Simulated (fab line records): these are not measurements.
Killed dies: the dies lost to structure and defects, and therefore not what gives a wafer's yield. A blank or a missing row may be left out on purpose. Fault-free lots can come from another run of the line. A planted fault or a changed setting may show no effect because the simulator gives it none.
Split-lot study / flow n5_finfet / on a route of 1938 steps: 7 lots, 21 wafers read

THE SPLIT
At N5_BEOL_M6_COAT_60 (time 60 s, resist thk 35 nm), the setting spin_rpm was moved away from the recipe's 1500 rpm on 6 of the 21 wafers read, by -10.9% to -6.3%. The other wafers ran this setting at the recipe's value.

FROM THE SPLIT TO THE READING: what the file shows between them, 4 steps
- N5_BEOL_M6_COAT_05: resist thk 90 nm
- N5_BEOL_M6_EBR_07
- N5_BEOL_M6_DESCUM_16: chemistry O2, time 7.9 s
- N5_BEOL_M6_ETCH_61: etches SiARC in CF4, target depth 45.5 nm, time 75.8 s

THE READING
SiARC_of_BEOL_M6_COAT_60.thk_nm (the simulator's own value, which no gauge read), in nm, at N5_BEOL_M6_ETCH_62 (etches SOC in N2/H2, target depth 110 nm, overetch 22 nm, time 165 s). No usual value for it is given in the file. Across the 15 wafers here that went through the recipe, the average is 28.6 nm and the standard deviation 0.25 nm.

wafer=L077.1; tool, chamber at the split=litho_track-05, 0; spin_rpm as run, rpm=1500; against the recipe=recipe; SiARC_of_BEOL_M6_COAT_60.thk_nm, nm=28.4; against lot-mates on the recipe=-
wafer=L077.5; tool, chamber at the split=litho_track-05, 0; spin_rpm as run, rpm=1500; against the recipe=recipe; SiARC_of_BEOL_M6_COAT_60.thk_nm, nm=29; against lot-mates on the recipe=-
wafer=L077.6; tool, chamber at the split=litho_track-05, 0; spin_rpm as run, rpm=1500; against the recipe=recipe; SiARC_of_BEOL_M6_COAT_60.thk_nm, nm=28.6; against lot-mates on the recipe=-
wafer=L074.1; tool, chamber at the split=litho_track-04, 0; spin_rpm as run, rpm=1500; against the recipe=recipe; SiARC_of_BEOL_M6_COAT_60.thk_nm, nm=28.2; against lot-mates on the recipe=-
wafer=L074.3; tool, chamber at the split=litho_track-04, 0; spin_rpm as run, rpm=1500; against the recipe=recipe; SiARC_of_BEOL_M6_COAT_60.thk_nm, nm=28.6; against lot-mates on the recipe=-
wafer=L074.4; tool, chamber at the split=litho_track-04, 0; spin_rpm as run, rpm=1500; against the recipe=recipe; SiARC_of_BEOL_M6_COAT_60.thk_nm, nm=28.8; against lot-mates on the recipe=-
wafer=L079.3; tool, chamber at the split=litho_track-05, 0; spin_rpm as run, rpm=1500; against the recipe=recipe; SiARC_of_BEOL_M6_COAT_60.thk_nm, nm=28.8; against lot-mates on the recipe=-
wafer=L079.4; tool, chamber at the split=litho_track-05, 0; spin_rpm as run, rpm=1500; against the recipe=recipe; SiARC_of_BEOL_M6_COAT_60.thk_nm, nm=29; against lot-mates on the recipe=-
wafer=L079.5; tool, chamber at the split=litho_track-05, 0; spin_rpm as run, rpm=1405; against the recipe=-6.3%; SiARC_of_BEOL_M6_COAT_60.thk_nm, nm=30; against lot-mates on the recipe=+1.1
wafer=L083.1; tool, chamber at the split=litho_track-03, 0; spin_rpm as run, rpm=1500; against the recipe=recipe; SiARC_of_BEOL_M6_COAT_60.thk_nm, nm=28.6; against lot-mates on the recipe=-
wafer=L083.2; tool, chamber at the split=litho_track-03, 0; spin_rpm as run, rpm=1341; against the recipe=-10.6%; SiARC_of_BEOL_M6_COAT_60.thk_nm, nm=30.4; against lot-mates on the recipe=+1.8
wafer=L083.4; tool, chamber at the split=litho_track-03, 0; spin_rpm as run, rpm=1341; against the recipe=-10.6%; SiARC_of_BEOL_M6_COAT_60.thk_nm, nm=30.2; against lot-mates on the recipe=+1.6
wafer=L091.2; tool, chamber at the split=litho_track-03, 0; spin_rpm as run, rpm=1500; against the recipe=recipe; SiARC_of_BEOL_M6_COAT_60.thk_nm, nm=28.2; against lot-mates on the recipe=-
wafer=L091.5; tool, chamber at the split=litho_track-03, 0; spin_rpm as run, rpm=1351; against the recipe=-9.9%; SiARC_of_BEOL_M6_COAT_60.thk_nm, nm=30.6; against lot-mates on the recipe=+2.4
wafer=L091.6; tool, chamber at the split=litho_track-03, 0; spin_rpm as run, rpm=1351; against the recipe=-9.9%; SiARC_of_BEOL_M6_COAT_60.thk_nm, nm=30.8; against lot-mates on the recipe=+2.6
wafer=L092.2; tool, chamber at the split=litho_track-04, 0; spin_rpm as run, rpm=1500; against the recipe=recipe; SiARC_of_BEOL_M6_COAT_60.thk_nm, nm=28.4; against lot-mates on the recipe=-
wafer=L092.3; tool, chamber at the split=litho_track-04, 0; spin_rpm as run, rpm=1500; against the recipe=recipe; SiARC_of_BEOL_M6_COAT_60.thk_nm, nm=28.8; against lot-mates on the recipe=-
wafer=L092.4; tool, chamber at the split=litho_track-04, 0; spin_rpm as run, rpm=1500; against the recipe=recipe; SiARC_of_BEOL_M6_COAT_60.thk_nm, nm=28.6; against lot-mates on the recipe=-
wafer=L094.1; tool, chamber at the split=litho_track-04, 0; spin_rpm as run, rpm=1500; against the recipe=recipe; SiARC_of_BEOL_M6_COAT_60.thk_nm, nm=28.8; against lot-mates on the recipe=-
wafer=L094.3; tool, chamber at the split=litho_track-04, 0; spin_rpm as run, rpm=1500; against the recipe=recipe; SiARC_of_BEOL_M6_COAT_60.thk_nm, nm=28.4; against lot-mates on the recipe=-
wafer=L094.6; tool, chamber at the split=litho_track-04, 0; spin_rpm as run, rpm=1337; against the recipe=-10.9%; SiARC_of_BEOL_M6_COAT_60.thk_nm, nm=30.4; against lot-mates on the recipe=+1.8

THE FIT
A straight line over all 21 wafers: SiARC_of_BEOL_M6_COAT_60.thk_nm changes by -0.181 nm for each +1% of spin_rpm; r = -0.95; the points scatter about the line by 0.26 nm.
The same after taking each lot's own level away (the mean of its wafers on the recipe; 21 wafers): -0.193 nm for each +1%; r = -0.95; scatter 0.29 nm.
On that fit, the largest move of spin_rpm shifts the reading by 2.1 nm.
Measured against the standard deviation above, the lots' own levels, which go from 28.20 to 28.90 nm, span 2.8 times it.
Consequently the slope shifts little with the lot-to-lot level, the two slopes agreeing.
Check: for one of the wafers moved furthest among these (-10.9%), held out of the fit, the line's prediction against its lot-mates is +2.18 nm. Against them it came out at +1.8 nm.

THE OTHER SPLITS THESE WAFERS WENT THROUGH
Note: prior to the reading, these wafers also went through further splits. Each is held against what the fit with the lots' levels taken away leaves over:
other split on the same wafers=N5_BEOL_M2_TRENCH_ETCH_37 time_s; wafers away from the commonest value=6; r with SiARC_of_BEOL_M6_COAT_60.thk_nm (lot level and that fit taken away)=+0.30
other split on the same wafers=N5_BEOL_M4_COAT_22 spin_rpm; wafers away from the commonest value=12; r with SiARC_of_BEOL_M6_COAT_60.thk_nm (lot level and that fit taken away)=-0.28
other split on the same wafers=N5_BEOL_M4_DESCUM_33 time_s; wafers away from the commonest value=4; r with SiARC_of_BEOL_M6_COAT_60.thk_nm (lot level and that fit taken away)=-0.18
other split on the same wafers=N5_BEOL_M6_COAT_59 spin_rpm; wafers away from the commonest value=8; r with SiARC_of_BEOL_M6_COAT_60.thk_nm (lot level and that fit taken away)=+0.27

THE WHOLE CHAIN: every reading that the file lists as answering this split, in the file's order
step=N5_BEOL_M6_COAT_60; what it does=time 60 s, resist thk 35 nm; reading=SiARC_of_BEOL_M6_COAT_60.thk_nm (the simulator's own value, which no gauge read); change (the file's fit)=-0.182 nm for each +1% of the setting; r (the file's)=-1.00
step=N5_BEOL_M6_ETCH_61; what it does=etches SiARC in CF4, target depth 45.5 nm, time 75.8 s; reading=etch.depth_nm (the simulator's own value, which no gauge read); change (the file's fit)=-0.189 nm for each +1% of the setting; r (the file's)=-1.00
step=N5_BEOL_M6_ETCH_61; what it does=etches SiARC in CF4, target depth 45.5 nm, time 75.8 s; reading=CAR-ArF_of_BEOL_M6_COAT_05.thk_nm (the simulator's own value, which no gauge read); change (the file's fit)=+0.192 nm for each +1% of the setting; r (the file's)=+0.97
step=N5_BEOL_M6_ETCH_62; what it does=etches SOC in N2/H2, target depth 110 nm, overetch 22 nm, time 165 s; reading=SiARC_of_BEOL_M6_COAT_60.thk_nm (the simulator's own value, which no gauge read); change (the file's fit)=-0.188 nm for each +1% of the setting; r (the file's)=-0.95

THE FILE'S OWN FIT
SiARC_of_BEOL_M6_COAT_60.thk_nm changes by -0.188 nm for each +1% of spin_rpm, r = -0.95.
